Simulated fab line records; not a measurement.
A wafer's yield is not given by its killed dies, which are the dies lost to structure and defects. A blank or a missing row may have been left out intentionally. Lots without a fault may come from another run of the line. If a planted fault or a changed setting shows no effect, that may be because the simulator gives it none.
Matching of chambers || flow n5Finfet || 4 sister chambers for N5_BEOL_M5_DESCUM_33 on rieDiel-04
The step chemistry O2, time 7 s. 4 wafers are shown with their chamber, then 8 later ones without.

WAFERS, EACH WITH ITS CHAMBER
{"wafer": "L077.3", "chamber": 1, "showerheadPlenumPTorr (Torr)": 2.00}
{"wafer": "L088.4", "chamber": 3, "showerheadPlenumPTorr (Torr)": 2.09}
{"wafer": "L088.6", "chamber": 0, "showerheadPlenumPTorr (Torr)": 2.25}
{"wafer": "L092.1", "chamber": 2, "showerheadPlenumPTorr (Torr)": 2.13}

WAFERS WITH NO CHAMBER GIVEN
{"wafer": "L092.4", "showerheadPlenumPTorr (Torr)": 2.09}
{"wafer": "L092.5", "showerheadPlenumPTorr (Torr)": 2.26}
{"wafer": "L087.1", "showerheadPlenumPTorr (Torr)": 2.26}
{"wafer": "L087.3", "showerheadPlenumPTorr (Torr)": 2.13}
{"wafer": "L087.5", "showerheadPlenumPTorr (Torr)": 2.09}
{"wafer": "L095.1", "showerheadPlenumPTorr (Torr)": 2.25}
{"wafer": "L095.3", "showerheadPlenumPTorr (Torr)": 2.08}
{"wafer": "L095.4", "showerheadPlenumPTorr (Torr)": 2.13}

WHICH CHAMBER EACH WENT THROUGH
{"wafer": "L092.4", "from the rows above": 3, "in truth": 3}
{"wafer": "L092.5", "from the rows above": 0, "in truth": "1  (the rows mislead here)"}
{"wafer": "L087.1", "from the rows above": 0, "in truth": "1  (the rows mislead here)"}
{"wafer": "L087.3", "from the rows above": 2, "in truth": 2}
{"wafer": "L087.5", "from the rows above": 3, "in truth": 3}
{"wafer": "L095.1", "from the rows above": 0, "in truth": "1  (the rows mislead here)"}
{"wafer": "L095.3", "from the rows above": 3, "in truth": 3}
{"wafer": "L095.4", "from the rows above": 2, "in truth": 2}
Correct placement for 5 of the 8. Can't be placed from these rows: 0. 3 placed wrongly.
How it was worked out, from the rows above alone: a wafer's distance from a chamber is the root of the sum, over the readings, of the square of ((its reading less the chamber's mean) divided by the reading's scatter). The wafer belongs to the nearest chamber; if the next one is less than 2 further off, it can't be placed. A chamber's mean is the mean of its shown wafers. The scatter: with one shown wafer a chamber, the root of the mean of the squares of how far each hidden wafer lies from its nearest shown one.
